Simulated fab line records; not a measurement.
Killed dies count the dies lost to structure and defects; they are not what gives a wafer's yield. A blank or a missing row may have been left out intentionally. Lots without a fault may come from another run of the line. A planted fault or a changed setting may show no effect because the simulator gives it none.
Which of the tools did it? | flow nand harc | 12 lots with 36 wafers sampled at 6 steps, on a route of 1302 steps

WHAT THE GAUGES SHOWED, per wafer
NHARC_P_M2_CD_MEAS_09 targets a cd of 170 nm.
lot  | measured     | on        | cd nm (nm)
L865 | day 7 15:23  | cd sem-01 | 169.1 169.8 169.6
L864 | day 7 17:47  | cd sem-03 | 170.4 170.1 169.5
L866 | day 8 02:46  | cd sem-02 | 179.8 179.7 179.0
L867 | day 8 15:39  | cd sem-02 | 180.7 180.1 180.5
L875 | day 12 12:55 | cd sem-01 | 170.2 169.8 170.3
L876 | day 12 14:48 | cd sem-02 | 170.2 170.7 170.0
L879 | day 13 13:06 | cd sem-03 | 170.5 169.4 170.2
L880 | day 13 19:30 | cd sem-03 | 170.5 170.3 169.9
L881 | day 14 11:49 | cd sem-03 | 171.1 170.3 170.6
L883 | day 14 23:16 | cd sem-03 | 170.4 170.0 169.3
L884 | day 15 12:11 | cd sem-03 | 170.0 170.3 170.5
L885 | day 16 01:58 | cd sem-01 | 169.8 170.0 169.2

NHARC_END_SORT_01.
lot  | measured     | on        | defect limited yield (%) | killed at array | killed at other | killed at periphery | killed dies | killed open | killed short | sort_bin_2_pct (%) | sort_bin_3_pct (%) | sort_bin_4_pct (%) | sort n pass | sort rim yield pct (%) | sort yield pct (%)
L867 | day 26 19:18 | prober-01 | 95                       | 27              | 1               | 5                   | 33          | 3           | 4            | 0.9                | 0.4                | 3.5                | 644         | 94                     | 95
L875 | day 31 14:07 | prober-02 | 84 85 85                 | 94 97 93        | 5 0 3           | 8 7 4               | 107 104 100 | 5 5 2       | 4 0 2        | 4.7 6.1 5.2        | 1.6 1.0 1.6        | 9.5 8.3 8.0        | 570 573 577 | 86 84 88               | 84 85 85

WHICH TOOL RAN EACH LOT (tool, then ch and the chambers of the sampled wafers, then the start)
lot  | NHARC_P_M1_PRE_CLEAN_30                 | NHARC_P_M1_ANNEAL_31             | NHARC_P_M1_PRE_CLEAN_32         | NHARC_P_M2_PEB_07
L865 | pvd sputter-03, day 7 12:58 or earlier  | rtp anneal-02 ch 0, day 7 12:58  | pecvd-03 ch 0,1, day 7 13:53    | litho track-04 ch 0, day 7 15:19
L864 | pvd sputter-02, day 7 15:30 or earlier  | rtp anneal-01 ch 0, day 7 15:30  | pecvd-03 ch 1, day 7 16:25      | litho track-04 ch 0, day 7 17:42
L866 | pvd sputter-03, day 8 00:45 or earlier  | rtp anneal-02 ch 0, day 8 00:45  | pecvd-02 ch 0,2, day 8 01:34    | litho track-04 ch 0, day 8 02:41
L867 | pvd sputter-02, day 8 13:26 or earlier  | rtp anneal-02 ch 0, day 8 13:26  | pecvd-03 ch 0,1,2, day 8 14:20  | litho track-04 ch 0, day 8 15:34
L875 | pvd sputter-02, day 12 10:49 or earlier | rtp anneal-01 ch 0, day 12 10:49 | pecvd-02 ch 0,1,2, day 12 11:43 | litho track-04 ch 0, day 12 12:51
L876 | pvd sputter-03, day 12 12:25 or earlier | rtp anneal-02 ch 0, day 12 12:25 | pecvd-01 ch 0,2, day 12 13:20   | litho track-04 ch 0, day 12 14:44
L879 | pvd sputter-03, day 13 11:01 or earlier | rtp anneal-01 ch 0, day 13 11:01 | pecvd-02 ch 1,2, day 13 11:54   | litho track-06 ch 0, day 13 13:02
L880 | pvd sputter-02, day 13 17:31 or earlier | rtp anneal-01 ch 0, day 13 17:31 | pecvd-03 ch 0,1, day 13 18:18   | litho track-04 ch 0, day 13 19:25
L881 | pvd sputter-02, day 14 09:47 or earlier | rtp anneal-01 ch 0, day 14 09:47 | pecvd-02 ch 1,2, day 14 10:38   | litho track-01 ch 0, day 14 11:44
L883 | pvd sputter-01, day 14 21:13 or earlier | rtp anneal-01 ch 0, day 14 21:13 | pecvd-03 ch 0,1,2, day 14 22:05 | litho track-04 ch 0, day 14 23:11
L884 | pvd sputter-01, day 15 09:59 or earlier | rtp anneal-02 ch 0, day 15 09:59 | pecvd-01 ch 1,2, day 15 10:52   | litho track-06 ch 0, day 15 12:07
L885 | pvd sputter-01, day 15 23:47 or earlier | rtp anneal-01 ch 0, day 15 23:47 | pecvd-02 ch 0,1, day 16 00:38   | litho track-04 ch 0, day 16 01:53
- NHARC_P_M1_PRE_CLEAN_30: time 30 s.
- NHARC_P_M1_ANNEAL_31: time 90 s.
- NHARC_P_M1_PRE_CLEAN_32: time 12 s.
- NHARC_P_M2_PEB_07: peb time 65 s.

AS READ BY THE TOOLS THEMSELVES (means over the sampled wafers that have a number; for cases with no such wafer, the mark the record gives instead)
NHARC_P_M1_PRE_CLEAN_30.
lot  | tool           | heater power w (W)
L865 | pvd sputter-03 | 455
L864 | pvd sputter-02 | 442
L866 | pvd sputter-03 | 454
L867 | pvd sputter-02 | 446
L875 | pvd sputter-02 | 461
L876 | pvd sputter-03 | 450
L879 | pvd sputter-03 | 452
L880 | pvd sputter-02 | 424
L881 | pvd sputter-02 | 433
L883 | pvd sputter-01 | 426
L884 | pvd sputter-01 | 460
L885 | pvd sputter-01 | 412

NHARC_P_M1_ANNEAL_31.
lot  | tool          | wafer_temp_C_max
L865 | rtp anneal-02 | 226.02
L864 | rtp anneal-01 | 225.68
L866 | rtp anneal-02 | 225.74
L867 | rtp anneal-02 | 225.94
L875 | rtp anneal-01 | 225.93
L876 | rtp anneal-02 | 225.52
L879 | rtp anneal-01 | 225.94
L880 | rtp anneal-01 | 225.64
L881 | rtp anneal-01 | 225.79
L883 | rtp anneal-01 | 225.81
L884 | rtp anneal-02 | 225.57
L885 | rtp anneal-01 | 225.85

NHARC_P_M1_PRE_CLEAN_32.
lot  | tool     | heater power w (W)
L865 | pecvd-03 | 510
L864 | pecvd-03 | 638
L866 | pecvd-02 | 626
L867 | pecvd-03 | 596
L875 | pecvd-02 | 638
L876 | pecvd-01 | 641
L879 | pecvd-02 | 602
L880 | pecvd-03 | 606
L881 | pecvd-02 | 609
L883 | pecvd-03 | 617
L884 | pecvd-01 | 665
L885 | pecvd-02 | 658

NHARC_P_M2_PEB_07.
lot  | tool           | resist line temp C (C)
L865 | litho track-04 | 23.07
L864 | litho track-04 | 22.95
L866 | litho track-04 | 22.75
L867 | litho track-04 | 23.02
L875 | litho track-04 | 23.03
L876 | litho track-04 | 22.95
L879 | litho track-06 | 23.02
L880 | litho track-04 | 23.05
L881 | litho track-01 | 22.96
L883 | litho track-04 | 22.89
L884 | litho track-06 | 22.92
L885 | litho track-04 | 22.81

THE ANSWER, worked out from the rows above alone
Rule: what is usual is taken from the lots themselves. Put in order of their means at a reading, lots are off if they are a third of the lots or fewer, leave a main group of 4 or more, and stand apart from it by a gap of 3 or more times the standard deviation of the main group's means; of several such gaps the widest counts. A main group is skipped when, at the precision printed for the reading in the tables above, its means are all equal. A lot without any number at a reading at which 4 lots or more have one is off too. The other lots that the step has rows for count as sound. The gauges are gone through in route order, then the tools' own readings, and for those a lot's mean is taken as printed above. At the first step where some lot is off, the reading lying furthest off is the one used; lots without a number count as furthest.
Off at NHARC_P_M2_CD_MEAS_09 (cd nm): L866, L867. For the main group the mean is 170.1 nm and the standard deviation 0.32.
A tool fits if, at a process step before that reading, it ran every lot that is off, and no sound lot after the first of them. Those tools and the gauges at NHARC_P_M2_CD_MEAS_09 are tried in the same way. Because NHARC_P_M1_PRE_CLEAN_30 lacks a start for some lots, the hours and order of its lots are taken from NHARC_P_M1_ANNEAL_31. No candidate that was tried fits.

WHAT WAS PUT IN BY THE SIMULATOR
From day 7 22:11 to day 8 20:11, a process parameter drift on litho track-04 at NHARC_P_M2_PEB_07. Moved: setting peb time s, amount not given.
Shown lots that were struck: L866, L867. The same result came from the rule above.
